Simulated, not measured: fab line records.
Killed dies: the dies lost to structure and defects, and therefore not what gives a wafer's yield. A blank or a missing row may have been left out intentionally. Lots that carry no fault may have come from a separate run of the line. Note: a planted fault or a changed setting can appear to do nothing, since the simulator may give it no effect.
What tool caused it?    flow nand_harc    Sampling: 23 lots, 69 wafers, 6 of 1302 route steps

WHAT THE GAUGES SHOWED, per wafer
Not one reading of a measure or inspect step in the record can be checked against a usual standard deviation.

WHAT TOOL EACH LOT RAN ON (gives the tool, then ch and the chambers of the sampled wafers, and finally the start)
lot   NHARC_A_STAIRCASE_TRIM_196          NHARC_A_STAIRCASE_TRIM_224                     NHARC_A_STAIRCASE_TRIM_229          NHARC_A_STAIRCASE_HM_DEP_456   NHARC_A_STAIRCASE_ETCH_273      NHARC_A_STAIRCASE_STRIP_295
L074  rie_diel-07 ch 0,1, day 16 01:35    rie_diel-10 ch 0,2, day 16 05:20 or earlier    rie_diel-11 ch 0,1,2, day 16 05:20  acl_dep-02 ch 0, day 16 11:03  rie_diel-10 ch 2,3, no start    rie_diel-07 ch 0,1,2, no start
L075  rie_diel-11 ch 0,1, day 16 01:56    rie_diel-10 ch 0,2, day 16 06:52 or earlier    rie_diel-10 ch 0,2,3, day 16 06:52  acl_dep-02 ch 0, day 16 12:53  rie_diel-07 ch 2,3, no start    rie_diel-11 ch 0,2, no start
L076  rie_diel-07 ch 1,2,3, day 16 06:07  rie_diel-07 ch 0,3, day 16 09:50 or earlier    rie_diel-10 ch 0,1, day 16 09:50    acl_dep-03 ch 0, day 16 15:38  rie_diel-10 ch 0,2,3, no start  rie_diel-11 ch 0,3, no start
L077  rie_diel-11 ch 0,1, day 17 11:37    rie_diel-07 ch 0,1,3, day 17 18:56 or earlier  rie_diel-07 ch 0,1,2, day 17 18:56  acl_dep-02 ch 0, day 18 00:56  rie_diel-07 ch 1,2, no start    rie_diel-11 ch 0,2,3, no start
L078  rie_diel-11 ch 0,1,3, day 17 16:28  rie_diel-10 ch 0,1,2, day 17 20:12 or earlier  rie_diel-07 ch 2,3, day 17 20:12    acl_dep-02 ch 0, day 18 03:05  rie_diel-11 ch 1,3, no start    rie_diel-11 ch 2,3, no start
L079  rie_diel-10 ch 0,2,3, day 17 21:04  rie_diel-07 ch 0,2,3, day 18 00:56 or earlier  rie_diel-11 ch 0,1,3, day 18 00:56  acl_dep-03 ch 0, day 18 04:44  rie_diel-07 ch 0,1,2, no start  rie_diel-10 ch 0,1, no start
L080  rie_diel-10 ch 2,3, day 18 12:45    rie_diel-11 ch 0,1,3, day 18 16:25 or earlier  rie_diel-11 ch 0,1, day 18 16:25    acl_dep-03 ch 0, day 18 22:53  rie_diel-11 ch 0,1, no start    rie_diel-10 ch 0,2, no start
L082  rie_diel-10 ch 0,1,2, day 19 06:01  rie_diel-10 ch 0,1, day 19 10:32 or earlier    rie_diel-10 ch 0,3, day 19 10:32    acl_dep-03 ch 0, day 19 14:44  rie_diel-07 ch 0,1,2, no start  rie_diel-07 ch 1,2, no start
L081  rie_diel-07 ch 0,2,3, day 19 06:26  rie_diel-10 ch 0,2,3, day 19 11:25 or earlier  rie_diel-07 ch 2,3, day 19 11:25    acl_dep-01 ch 0, day 19 15:17  rie_diel-11 ch 0,1,2, no start  rie_diel-11 ch 1,2,3, no start
L084  rie_diel-10 ch 0,1, day 19 17:55    rie_diel-10 ch 0,1,3, day 19 21:39 or earlier  rie_diel-10 ch 0,3, day 19 21:39    acl_dep-01 ch 0, day 20 03:33  rie_diel-11 ch 0,1,2, no start  rie_diel-07 ch 0,1,2, no start
L083  rie_diel-11 ch 0,2,3, day 19 17:56  rie_diel-11 ch 0,1,3, day 19 22:37 or earlier  rie_diel-11 ch 0,2,3, day 19 22:37  acl_dep-03 ch 0, day 20 03:49  rie_diel-10 ch 0,1,3, no start  rie_diel-10 ch 0,1,2, no start
L085  rie_diel-07 ch 0,2,3, day 20 08:10  rie_diel-10 ch 1,2, day 20 12:25 or earlier    rie_diel-07 ch 0,2,3, day 20 12:25  acl_dep-02 ch 0, day 20 19:36  rie_diel-10 ch 1,2, no start    rie_diel-10 ch 2,3, no start
L086  rie_diel-11 ch 0,3, day 20 13:40    rie_diel-10 ch 0,1,3, day 20 20:10 or earlier  rie_diel-10 ch 0,1,3, day 20 20:10  acl_dep-01 ch 0, day 21 01:40  rie_diel-07 ch 0,1,2, no start  rie_diel-07 ch 2,3, no start
L088  rie_diel-11 ch 0,1,3, day 21 17:34  rie_diel-11 ch 0,3, day 21 21:20 or earlier    rie_diel-11 ch 0,2,3, day 21 21:20  acl_dep-01 ch 0, day 22 01:22  rie_diel-11 ch 0,1,3, no start  rie_diel-10 ch 0,1,2, no start
L087  rie_diel-07 ch 0,1, day 21 17:44    rie_diel-10 ch 0,1,2, day 21 21:37 or earlier  rie_diel-07 ch 0,3, day 21 21:37    acl_dep-02 ch 0, day 22 01:55  rie_diel-07 ch 0,1,2, no start  rie_diel-10 ch 2,3, no start
L089  rie_diel-07 ch 1,2,3, day 22 01:46  rie_diel-10 ch 0,1,2, day 22 05:55 or earlier  rie_diel-10 ch 0,2,3, day 22 05:55  acl_dep-02 ch 0, day 22 09:47  rie_diel-10 ch 0,1,2, no start  rie_diel-07 ch 0,1,3, no start
L090  rie_diel-07 ch 0,1, day 22 20:18    rie_diel-10 ch 0,2,3, day 23 00:01 or earlier  rie_diel-11 ch 1,2,3, day 23 00:01  acl_dep-01 ch 0, day 23 04:20  rie_diel-11 ch 1,2,3, no start  rie_diel-10 ch 0,1,3, no start
L091  rie_diel-11 ch 0,2,3, day 23 04:26  rie_diel-07 ch 0,1,3, day 23 08:08 or earlier  rie_diel-07 ch 1,2, day 23 08:08    acl_dep-03 ch 0, day 23 14:19  rie_diel-11 ch 2,3, no start    rie_diel-11 ch 0,3, no start
L092  rie_diel-07 ch 2,3, day 23 09:56    rie_diel-07 ch 0,1, day 23 13:41 or earlier    rie_diel-10 ch 0,1,2, day 23 13:41  acl_dep-02 ch 0, day 23 20:19  rie_diel-11 ch 0,3, no start    rie_diel-11 ch 0,2,3, no start
L093  rie_diel-10 ch 2,3, day 23 11:03    rie_diel-07 ch 1,2, day 23 17:40 or earlier    rie_diel-07 ch 0,1,3, day 23 17:40  acl_dep-01 ch 0, day 23 21:36  rie_diel-10 ch 0,1, no start    rie_diel-11 ch 0,3, no start
L094  rie_diel-11 ch 1,2,3, day 23 21:22  rie_diel-07 ch 2,3, day 24 00:54 or earlier    rie_diel-07 ch 0,1, day 24 00:54    acl_dep-03 ch 0, day 24 06:19  rie_diel-10 ch 0,1,2, no start  rie_diel-10 ch 0,1,2, no start
L095  rie_diel-10 ch 1,2, day 24 15:11    rie_diel-11 ch 0,1,3, day 24 19:06 or earlier  rie_diel-11 ch 1,2,3, day 24 19:06  acl_dep-01 ch 0, day 24 22:42  rie_diel-07 ch 0,1,2, no start  rie_diel-10 ch 0,1, no start
L096  rie_diel-07 ch 0,3, day 24 22:02    rie_diel-11 ch 2,3, day 25 01:47 or earlier    rie_diel-11 ch 0,1,2, day 25 01:47  acl_dep-01 ch 0, day 25 07:52  rie_diel-07 ch 1,2,3, no start  rie_diel-10 ch 0,2, no start
- NHARC_A_STAIRCASE_TRIM_196: chemistry O2, time 211.2 s.
- NHARC_A_STAIRCASE_TRIM_224: chemistry O2, time 211.2 s.
- NHARC_A_STAIRCASE_TRIM_229: chemistry O2, time 211.2 s.
- NHARC_A_STAIRCASE_HM_DEP_456: deposits aC, target thk 3100 nm.
- NHARC_A_STAIRCASE_ETCH_273: etches the open film in C4F8/O2/Ar, target depth 10200 nm, time 2468.6 s.
- NHARC_A_STAIRCASE_STRIP_295: strips in O2.

WHAT THE TOOLS THEMSELVES READ (means of the sampled wafers that have a number; where no wafer has one, the mark that the record gives instead)
NHARC_A_STAIRCASE_TRIM_196. Usual: drypump_motor_current_A 5.9 A, standard deviation 0.44; oes_product_au 1.002 a.u., standard deviation 0.01; rf_vpp_V 57.8 V, standard deviation 0.88; showerhead_plenum_p_Torr 3.51 Torr, standard deviation 0.13; throttle_valve_pct 17.035 %, standard deviation 0.0089.
lot   tool         drypump_motor_current_A (A)  oes_product_au (a.u.)  rf_vpp_V (V)  showerhead_plenum_p_Torr (Torr)  throttle_valve_pct (%)  flag
L074  rie_diel-07  5.9                          1.000                  57.7          3.52                             17.038                  
L075  rie_diel-11  5.6                          1.005                  57.9          3.70                             17.025                  
L076  rie_diel-07  6.0                          0.993                  58.5          3.45                             17.036                  
L077  rie_diel-11  6.0                          1.013                  58.7          3.65                             17.025                  
L078  rie_diel-11  6.0                          1.004                  57.5          3.65                             17.033                  
L079  rie_diel-10  6.0                          1.009                  57.9          3.45                             17.044                  
L080  rie_diel-10  5.9                          1.006                  57.5          3.48                             17.032                  
L082  rie_diel-10  6.0                          1.009                  58.2          3.58                             17.035                  
L081  rie_diel-07  5.7                          1.001                  58.0          3.41                             17.035                  
L084  rie_diel-10  6.3                          1.008                  57.3          3.46                             17.031                  
L083  rie_diel-11  5.7                          1.008                  58.6          3.58                             17.033                  
L085  rie_diel-07  5.6                          1.000                  58.5          3.40                             17.037                  
L086  rie_diel-11  5.6                          1.001                  59.1          3.69                             17.040                  
L088  rie_diel-11  6.0                          1.004                  58.6          3.64                             17.040                  
L087  rie_diel-07  5.9                          0.993                  57.9          3.50                             17.032                  
L089  rie_diel-07  6.1                          0.983                  58.2          3.43                             17.039                  
L090  rie_diel-07  5.9                          1.002                  57.8          3.49                             17.042                  
L091  rie_diel-11  5.7                          1.003                  58.4          3.56                             17.032                  
L092  rie_diel-07  5.9                          0.996                  58.0          3.40                             17.030                  
L093  rie_diel-10  6.0                          1.022                  58.3          3.63                             17.030                  
L094  rie_diel-11  6.1                          1.006                  57.9          3.51                             17.023                  
L095  rie_diel-10  5.9                          1.009                  57.9          3.53                             17.037                  
L096  rie_diel-07  5.7                          0.992                  57.4          3.44                             17.040                  

NHARC_A_STAIRCASE_TRIM_224. Usual: drypump_motor_current_A 5.9 A, standard deviation 0.4; oes_product_au 1.003 a.u., standard deviation 0.0097; rf_vpp_V 57.7 V, standard deviation 0.87; showerhead_plenum_p_Torr 3.51 Torr, standard deviation 0.13; throttle_valve_pct 17.036 %, standard deviation 0.0095.
lot   tool         drypump_motor_current_A (A)  oes_product_au (a.u.)  rf_vpp_V (V)  showerhead_plenum_p_Torr (Torr)  throttle_valve_pct (%)  flag
L074  rie_diel-10  6.0                          1.012                  57.4          3.43                             17.042                  
L075  rie_diel-10  5.8                          1.015                  57.9          3.37                             17.035                  
L076  rie_diel-07  5.4                          1.001                  57.1          3.47                             17.037                  
L077  rie_diel-07  5.8                          0.993                  58.1          3.49                             17.034                  
L078  rie_diel-10  6.0                          0.997                  57.2          3.41                             17.033                  
L079  rie_diel-07  5.6                          1.000                  56.9          3.42                             17.025                  
L080  rie_diel-11  6.0                          1.010                  58.1          3.65                             17.033                  
L082  rie_diel-10  6.2                          0.996                  57.2          3.45                             17.040                  
L081  rie_diel-10  6.0                          1.007                  57.0          3.62                             17.028                  
L084  rie_diel-10  6.2                          1.009                  58.4          3.49                             17.031                  
L083  rie_diel-11  6.0                          1.010                  57.7          3.65                             17.031                  
L085  rie_diel-10  5.9                          1.000                  58.0          3.55                             17.041                  
L086  rie_diel-10  6.2                          0.997                  57.8          3.49                             17.033                  
L088  rie_diel-11  6.0                          1.001                  57.9          3.65                             17.025                  
L087  rie_diel-10  6.0                          1.009                  57.7          3.56                             17.041                  
L089  rie_diel-10  6.0                          1.010                  57.4          3.56                             17.040                  
L090  rie_diel-10  6.0                          1.011                  56.9          3.60                             17.029                  
L091  rie_diel-07  5.8                          0.998                  58.3          3.47                             17.039                  
L092  rie_diel-07  5.5                          0.999                  56.8          3.47                             17.035                  
L093  rie_diel-07  6.1                          0.999                  58.0          3.44                             17.031                  
L094  rie_diel-07  6.0                          0.990                  58.0          3.40                             17.033                  
L095  rie_diel-11  6.0                          1.004                  58.1          3.62                             17.037                  
L096  rie_diel-11  6.1                          1.001                  58.1          3.51                             17.041                  

NHARC_A_STAIRCASE_TRIM_229. Usual: drypump_motor_current_A 5.9 A, standard deviation 0.43; oes_product_au 1.004 a.u., standard deviation 0.0095; rf_vpp_V 57.7 V, standard deviation 0.74; showerhead_plenum_p_Torr 3.51 Torr, standard deviation 0.13; throttle_valve_pct 17.035 %, standard deviation 0.0093.
lot   tool         drypump_motor_current_A (A)  oes_product_au (a.u.)  rf_vpp_V (V)  showerhead_plenum_p_Torr (Torr)  throttle_valve_pct (%)  flag
L074  rie_diel-11  5.7                          1.002                  58.1          3.59                             17.038                  
L075  rie_diel-10  6.0                          1.009                  58.0          3.46                             17.044                  
L076  rie_diel-10  6.2                          1.006                  57.0          3.48                             17.035                  
L077  rie_diel-07  5.7                          1.001                  57.8          3.44                             17.035                  
L078  rie_diel-07  5.9                          1.000                  58.2          3.37                             17.037                  
L079  rie_diel-11  6.0                          0.999                  58.4          3.65                             17.040                  
L080  rie_diel-11  6.0                          1.004                  58.3          3.64                             17.030                  
L082  rie_diel-10  6.2                          1.007                  57.7          3.54                             17.032                  
L081  rie_diel-07  5.9                          0.995                  57.3          3.36                             17.037                  
L084  rie_diel-10  6.3                          1.012                  57.2          3.51                             17.042                  
L083  rie_diel-11  5.7                          1.001                  57.9          3.58                             17.039                  
L085  rie_diel-07  5.7                          1.003                  57.7          3.40                             17.038                  
L086  rie_diel-10  6.2                          1.005                  57.2          3.49                             17.033                  
L088  rie_diel-11  5.7                          1.005                  57.0          3.57                             17.030                  
L087  rie_diel-07  5.4                          1.000                  57.9          3.45                             17.023                  
L089  rie_diel-10  6.0                          1.015                  57.6          3.61                             17.034                  
L090  rie_diel-11  6.1                          1.013                  58.2          3.51                             17.035                  
L091  rie_diel-07  6.1                          0.999                  57.6          3.44                             17.044                  
L092  rie_diel-10  6.0                          1.002                  57.8          3.56                             17.038                  
L093  rie_diel-07  5.8                          0.987                  57.0          3.47                             17.035                  
L094  rie_diel-07  5.9                          0.998                  57.6          3.49                             17.037                  
L095  rie_diel-11  6.1                          1.003                  57.6          3.51                             17.036                  
L096  rie_diel-11  5.7                          1.011                  57.1          3.55                             17.038                  

NHARC_A_STAIRCASE_HM_DEP_456. Usual: throttle_valve_pct reads 35.001 % (standard deviation 0.0087).
lot   tool        throttle_valve_pct (%)  flag
L074  acl_dep-02  35.003                  
L075  acl_dep-02  35.000                  
L076  acl_dep-03  35.004                  
L077  acl_dep-02  35.006                  
L078  acl_dep-02  35.007                  
L079  acl_dep-03  34.996                  
L080  acl_dep-03  35.013                  
L082  acl_dep-03  34.995                  
L081  acl_dep-01  34.992                  
L084  acl_dep-01  35.008                  
L083  acl_dep-03  35.008                  
L085  acl_dep-02  35.005                  
L086  acl_dep-01  35.002                  
L088  acl_dep-01  35.011                  
L087  acl_dep-02  34.997                  
L089  acl_dep-02  34.994                  
L090  acl_dep-01  34.997                  
L091  acl_dep-03  35.005                  
L092  acl_dep-02  34.988                  
L093  acl_dep-01  34.997                  
L094  acl_dep-03  34.999                  
L095  acl_dep-01  34.998                  
L096  acl_dep-01  35.003                  

NHARC_A_STAIRCASE_ETCH_273. Usual: bias_w 3000 W, standard deviation 9; oes_product_au 0.938 a.u., standard deviation 0.011; rf_vpp_V 1825 V, standard deviation 10.
lot   tool         bias_w (W)  oes_product_au (a.u.)  rf_vpp_V (V)  flag
L074  rie_diel-10  2999        0.950                  1824          
L075  rie_diel-07  3002        0.931                  1816          
L076  rie_diel-10  2989        0.953                  1820          
L077  rie_diel-07  2997        0.934                  1822          
L078  rie_diel-11  3002        0.942                  1832          
L079  rie_diel-07  2996        0.935                  1820          
L080  rie_diel-11  2992        0.937                  1835          
L082  rie_diel-07  3007        0.923                  1819          
L081  rie_diel-11  2999        0.938                  1830          
L084  rie_diel-11  3001        0.934                  1829          
L083  rie_diel-10  3006        0.939                  1824          
L085  rie_diel-10  2991        0.940                  1829          
L086  rie_diel-07  3007        0.938                  1819          
L088  rie_diel-11  3004        0.952                  1834          
L087  rie_diel-07  2998        0.931                  1819          
L089  rie_diel-10  3010        0.944                  1829          
L090  rie_diel-11  2997        0.939                  1825          
L091  rie_diel-11  3004        0.933                  1826          
L092  rie_diel-11  3002        0.949                  1834          
L093  rie_diel-10  3003        0.937                  1820          
L094  rie_diel-10  2996        0.935                  1828          
L095  rie_diel-07  2995        0.937                  1818          
L096  rie_diel-07  3002        0.926                  1818          

NHARC_A_STAIRCASE_STRIP_295. Usual: drypump_motor_current_A 6.0 A, standard deviation 0.39; oes_product_au 1.004 a.u., standard deviation 0.011; rf_vpp_V 57.7 V, standard deviation 0.84; showerhead_plenum_p_Torr 3.52 Torr, standard deviation 0.13; throttle_valve_pct 17.037 %, standard deviation 0.0092.
lot   tool         drypump_motor_current_A (A)  oes_product_au (a.u.)  rf_vpp_V (V)  showerhead_plenum_p_Torr (Torr)  throttle_valve_pct (%)  flag
L074  rie_diel-07  5.7                          0.991                  57.9          3.44                             17.034                  
L075  rie_diel-11  5.5                          1.007                  57.9          3.51                             17.036                  
L076  rie_diel-11  6.0                          1.001                  58.0          3.67                             17.047                  
L077  rie_diel-11  5.7                          1.000                  57.7          3.58                             17.034                  
L078  rie_diel-11  6.0                          1.011                  58.2          3.54                             17.035                  
L079  rie_diel-10  6.3                          0.998                  58.0          3.47                             17.048                  
L080  rie_diel-10  6.0                          1.010                  58.5          3.59                             17.047                  
L082  rie_diel-07  6.0                          0.994                  57.6          3.38                             17.033                  
L081  rie_diel-11  6.1                          1.017                  57.4          3.53                             17.038                  
L084  rie_diel-07  5.7                          0.997                  57.2          3.43                             17.040                  
L083  rie_diel-10  6.0                          1.010                  57.5          3.57                             17.039                  
L085  rie_diel-10  6.0                          1.008                  57.6          3.64                             17.042                  
L086  rie_diel-07  5.9                          0.984                  57.3          3.41                             17.042                  
L088  rie_diel-10  6.0                          1.015                  57.8          3.56                             17.035                  
L087  rie_diel-10  5.7                          1.018                  58.6          3.71                             17.041                  
L089  rie_diel-07  5.8                          0.990                  57.6          3.47                             17.030                  
L090  rie_diel-10  6.2                          1.004                  57.2          3.47                             17.039                  
L091  rie_diel-11  5.7                          1.014                  58.5          3.68                             17.040                  
L092  rie_diel-11  5.7                          1.003                  57.9          3.56                             17.034                  
L093  rie_diel-11  6.0                          1.008                  58.3          3.64                             17.029                  
L094  rie_diel-10  6.0                          1.005                  57.7          3.55                             17.038                  
L095  rie_diel-10  6.2                          1.002                  56.9          3.44                             17.041                  
L096  rie_diel-10  6.0                          1.012                  56.7          3.57                             17.045                  

THE ANSWER, worked out from the rows above alone
Rule: a lot is off if the mean of its wafers that have a number lies more than 3 standard deviations from the usual mean. A lot without any number at a reading at which 4 lots or more have one is off too. Where the step has rows for the other lots, those lots are counted as sound. Order of review: gauges by route order, followed by the tools' own readings, for which a lot's mean as printed above is used. At the first step where some lot is off, the reading lying furthest off is the one used; lots without a number count as furthest.
No lot is off at any reading shown: from this, nothing can be told.

WHAT THE SIMULATOR PUT IN
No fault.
